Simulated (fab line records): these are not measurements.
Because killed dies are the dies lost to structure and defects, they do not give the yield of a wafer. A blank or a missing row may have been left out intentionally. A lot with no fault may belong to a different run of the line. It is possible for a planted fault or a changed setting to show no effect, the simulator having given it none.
What tool caused it? | flow n5 finfet | Sampling: 10 lots, 30 wafers, 5 of 1938 route steps

WHAT EACH GAUGE READ, for each wafer
N5_BEOL_M4_RC_MEAS_101. Usual: DIBL_N 36.0 mV/V, standard deviation 1.7; DIBL_P 36.2 mV/V, standard deviation 2.3; IOFF_N 0.16 nA/um, standard deviation 0.03; IOFF_P 0.21 nA/um, standard deviation 0.036; ION_N 679 uA/um, standard deviation 11; ION_P 465 uA/um, standard deviation 7.1; SS_N 71.4 mV/dec, standard deviation 0.58; SS_P 73.3 mV/dec, standard deviation 0.75; VT_N 249 mV, standard deviation 3.1; VT_P -251 mV, standard deviation 3.5.
lot  | measured     | on        | DIBL_N (mV/V)  | DIBL_P (mV/V)  | IOFF_N (nA/um) | IOFF_P (nA/um) | ION_N (uA/um) | ION_P (uA/um) | SS_N (mV/dec)  | SS_P (mV/dec)  | VT_N (mV)   | VT_P (mV)      | flag
L502 | day 9 03:38  | prober-01 | 35.6 35.3 34.7 | 34.1 33.5 32.8 | 0.13 0.13 0.12 | 0.19 0.18 0.17 | 674 663 664   | 466 456 458   | 70.8 70.8 70.5 | 73.0 74.0 72.7 | 251 251 250 | -250 -252 -253 |
L505 | day 9 14:20  | prober-02 | 36.7 35.8 35.3 | 36.3 34.3 34.4 | 0.16 0.14 0.14 | 0.21 0.17 0.18 | 684 684 674   | 467 462 462   | 70.8 71.0 70.6 | 73.6 73.2 72.6 | 249 252 251 | -251 -254 -250 |
L504 | day 9 14:35  | prober-01 | 34.5 35.3 32.5 | 36.6 36.7 32.8 | 0.17 0.18 0.12 | 0.26 0.25 0.18 | 682 685 666   | 477 473 460   | 70.6 71.1 70.1 | 72.9 72.7 71.6 | 245 245 253 | -245 -245 -249 |
L506 | day 9 15:16  | prober-02 | 36.0 36.5 37.4 | 36.1 37.2 38.2 | 0.16 0.17 0.18 | 0.22 0.23 0.25 | 680 685 682   | 466 469 469   | 71.1 71.6 72.0 | 73.6 73.7 74.6 | 250 247 248 | -249 -246 -248 |
L515 | day 11 19:26 | prober-01 | 33.6 35.7 35.5 | 34.0 35.9 35.8 | 0.16 0.18 0.18 | 0.19 0.20 0.21 | 687 697 695   | 461 464 463   | 71.4 71.6 71.7 | 73.0 73.0 73.6 | 249 247 246 | -254 -250 -250 |
L517 | day 12 03:20 | prober-01 | 36.2 34.1 34.0 | 35.9 33.0 33.6 | 0.15 0.11 0.11 | 0.17 0.14 0.15 | 675 664 664   | 463 456 462   | 70.9 71.0 70.4 | 73.1 72.5 71.6 | 249 254 254 | -255 -258 -254 |
L518 | day 12 16:13 | prober-02 | 39.7 36.6 36.5 | 41.2 37.7 37.4 | 0.23 0.15 0.15 | 0.28 0.22 0.20 | 703 672 681   | 477 469 469   | 72.0 71.9 71.9 | 73.9 73.8 72.5 | 244 249 249 | -247 -250 -250 |
L520 | day 13 18:41 | prober-02 | 36.4 37.2 38.1 | 37.7 38.2 39.5 | 0.16 0.18 0.20 | 0.22 0.23 0.25 | 681 680 699   | 469 464 476   | 71.8 71.8 71.8 | 73.6 74.4 74.7 | 249 249 245 | -251 -252 -249 |
L521 | day 14 01:46 | prober-01 | 37.9 38.5 37.8 | 36.6 37.6 37.1 | 0.17 0.20 0.19 | 0.21 0.24 0.22 | 691 696 703   | 463 469 470   | 71.6 71.7 71.1 | 73.4 74.8 73.7 | 248 245 245 | -250 -247 -249 |
L523 | day 14 04:23 | prober-01 | 37.0 36.6 38.6 | 37.6 37.2 39.7 | 0.16 0.17 0.20 | 0.22 0.22 0.27 | 687 683 688   | 469 462 470   | 71.7 71.3 72.0 | 73.4 73.8 74.9 | 250 247 245 | -251 -252 -249 |

N5_BEOL_M8_CD_MEAS_11: target cd 38.5 nm. Usual: cd nm reads 38.5 nm (standard deviation 0.5).
lot  | measured     | on        | cd nm (nm)     | flag
L502 | day 10 11:36 | cd sem-03 | 38.3 38.4 39.0 |
L505 | day 11 01:57 | cd sem-01 | 38.6 39.2 38.6 |
L504 | day 11 01:40 | cd sem-01 | 38.0 38.3 38.7 |
L506 | day 11 01:43 | cd sem-02 | 37.4 38.8 37.9 |
L515 | day 13 09:54 | cd sem-02 | 38.6 38.7 38.6 |
L517 | day 13 14:23 | cd sem-01 | 39.6 39.4 38.4 |
L518 | day 14 00:01 | cd sem-01 | 37.8 38.8 38.0 |
L520 | day 15 02:12 | cd sem-01 | 38.1 38.1 38.5 |
L521 | day 15 09:18 | cd sem-02 | 38.1 38.5 38.2 |
L523 | day 15 13:21 | cd sem-02 | 39.0 38.7 38.4 |

EACH LOT AND THE TOOL THAT RAN IT (in order: tool; ch and the chambers of the sampled wafers; start)
lot  | N5_BEOL_M7_STRIP_80                           | N5_BEOL_M7_PRE_CLEAN_45      | N5_BEOL_M8_PECVD_70
L502 | rie diel-04 ch 0,1,3, day 10 07:13 or earlier | pvd sputter-03, day 10 07:13 | pecvd-02 ch 0,1, day 10 10:10
L505 | rie diel-03 ch 1,2,3, day 10 21:01 or earlier | pvd sputter-02, day 10 21:01 | pecvd-02 ch 1,2, day 11 00:10
L504 | rie diel-02 ch 0,2, day 10 21:22 or earlier   | pvd sputter-01, day 10 21:22 | pecvd-04 ch 1,2, day 10 23:56
L506 | rie diel-04 ch 0,1, day 10 21:37 or earlier   | pvd sputter-01, day 10 21:37 | pecvd-04 ch 0,1,2, day 11 00:08
L515 | rie diel-02 ch 1,2,3, day 13 05:01 or earlier | pvd sputter-01, day 13 05:01 | pecvd-02 ch 0,1,2, day 13 07:52
L517 | rie diel-03 ch 0,1,3, day 13 10:23 or earlier | pvd sputter-03, day 13 10:23 | pecvd-03 ch 0,1,2, day 13 13:16
L518 | rie diel-03 ch 1,2,3, day 13 18:22 or earlier | pvd sputter-03, day 13 18:22 | pecvd-02 ch 0,1,2, day 13 22:28
L520 | rie diel-04 ch 0,1,2, day 14 22:55 or earlier | pvd sputter-01, day 14 22:55 | pecvd-04 ch 1,2, day 15 01:18
L521 | rie diel-04 ch 0,1,3, day 15 04:20 or earlier | pvd sputter-02, day 15 04:20 | pecvd-03 ch 0,2, day 15 06:49
L523 | rie diel-04 ch 0,2, day 15 09:15 or earlier   | pvd sputter-03, day 15 09:15 | pecvd-03 ch 0,2, day 15 12:06
- N5_BEOL_M7_STRIP_80: strips in N2/H2, time 10 s.
- N5_BEOL_M7_PRE_CLEAN_45: time 30 s.
- N5_BEOL_M8_PECVD_70: deposits SiO2 from TEOS/O2, target thk 20 nm, time 22.7 s.

WHAT THE TOOLS THEMSELVES READ (means of the sampled wafers that have a number; where no wafer has one, the mark that the record gives instead)
N5_BEOL_M7_STRIP_80. Usual: drypump motor current A 5.8 A, standard deviation 0.42; n2 flow sccm 199.9 sccm, standard deviation 0.59; oes product au 0.82 a.u., standard deviation 0.083; rf vpp V 59.2 V, standard deviation 0.81; showerhead plenum p Torr 2.49 Torr, standard deviation 0.095; throttle valve pct 23.62 %, standard deviation 0.2.
lot  | tool        | drypump motor current A (A) | n2 flow sccm (sccm) | oes product au (a.u.) | rf vpp V (V) | showerhead plenum p Torr (Torr) | throttle valve pct (%) | flag
L502 | rie diel-04 | 6.2                         | 200.0               | 0.83                  | 59.3         | 2.46                            | 23.58                  |
L505 | rie diel-03 | 5.9                         | 199.9               | 0.85                  | 59.7         | 2.61                            | 23.58                  |
L504 | rie diel-02 | 5.3                         | 199.3               | 0.74                  | 58.6         | 2.40                            | 23.77                  |
L506 | rie diel-04 | 6.3                         | 200.0               | 0.76                  | 59.1         | 2.41                            | 23.70                  |
L515 | rie diel-02 | 5.5                         | 200.4               | 0.85                  | 59.9         | 2.50                            | 23.53                  |
L517 | rie diel-03 | 5.8                         | 200.2               | 0.79                  | 59.6         | 2.59                            | 23.82                  |
L518 | rie diel-03 | 5.9                         | 199.9               | 0.82                  | 59.4         | 2.60                            | 23.60                  |
L520 | rie diel-04 | 6.0                         | 200.1               | 0.79                  | 59.2         | 2.48                            | 23.64                  |
L521 | rie diel-04 | 6.2                         | 200.0               | 0.79                  | 58.9         | 2.44                            | 23.61                  |
L523 | rie diel-04 | 5.8                         | 200.1               | 0.83                  | 58.9         | 2.49                            | 23.62                  |

N5_BEOL_M7_PRE_CLEAN_45. Usual: heater power w reads 318 W (standard deviation 21).
lot  | tool           | heater power w (W) | flag
L502 | pvd sputter-03 | 321                |
L505 | pvd sputter-02 | 315                |
L504 | pvd sputter-01 | 332                |
L506 | pvd sputter-01 | 329                |
L515 | pvd sputter-01 | 330                |
L517 | pvd sputter-03 | 328                |
L518 | pvd sputter-03 | 306                |
L520 | pvd sputter-01 | 330                |
L521 | pvd sputter-02 | 289                |
L523 | pvd sputter-03 | 324                |

N5_BEOL_M8_PECVD_70. Usual: chamber pressure Torr 5.499 Torr, standard deviation 0.011; heater power outer w 400 W, standard deviation 50; heater power w 685 W, standard deviation 70; showerhead plenum p Torr 8.81 Torr, standard deviation 0.049; throttle valve pct 22.0 %, standard deviation 1.3.
lot  | tool     | chamber pressure Torr (Torr) | heater power outer w (W) | heater power w (W) | showerhead plenum p Torr (Torr) | throttle valve pct (%) | flag
L502 | pecvd-02 | 5.505                        | 412                      | 711                | 8.80                            | 22.8                   |
L505 | pecvd-02 | -                            | -                        | -                  | -                               | -                      | OFF
L504 | pecvd-04 | 5.504                        | 371                      | 647                | 8.83                            | 20.7                   |
L506 | pecvd-04 | -                            | -                        | -                  | -                               | -                      | OFF
L515 | pecvd-02 | 5.502                        | 382                      | 647                | 8.78                            | 21.8                   |
L517 | pecvd-03 | 5.504                        | 408                      | 691                | 8.83                            | 22.4                   |
L518 | pecvd-02 | 5.496                        | 376                      | 629                | 8.77                            | 22.0                   |
L520 | pecvd-04 | 5.512                        | 385                      | 688                | 8.83                            | 20.5                   |
L521 | pecvd-03 | 5.497                        | 407                      | 734                | 8.78                            | 22.1                   |
L523 | pecvd-03 | 5.498                        | 329                      | 621                | 8.80                            | 22.5                   |

THE ANSWER, worked out from the rows above alone
Rule: a lot counts as off when the mean over its wafers that have a number is more than 3 standard deviations away from the usual mean. Also off: a lot with no number at a reading for which 4 or more lots have one. The other lots that the step has rows for count as sound. First the gauges in route order, then the tools' own readings, where a lot's mean is used as printed above. The first step at which some lot is off is used, and at that step the reading that is off furthest; a lot without a number counts as furthest.
Off, at N5_BEOL_M8_PECVD_70 on chamber pressure Torr: L505, L506. Without a number there: L505, L506.
If a tool, at that step or one of the process steps before it, ran each lot that is off and ran no sound lot following the first of them, it fits. With no start given for some of its lots, N5_BEOL_M7_STRIP_80 uses the hours and lot order of N5_BEOL_M7_PRE_CLEAN_45. None of those tried fits.

WHAT WAS PUT IN BY THE SIMULATOR
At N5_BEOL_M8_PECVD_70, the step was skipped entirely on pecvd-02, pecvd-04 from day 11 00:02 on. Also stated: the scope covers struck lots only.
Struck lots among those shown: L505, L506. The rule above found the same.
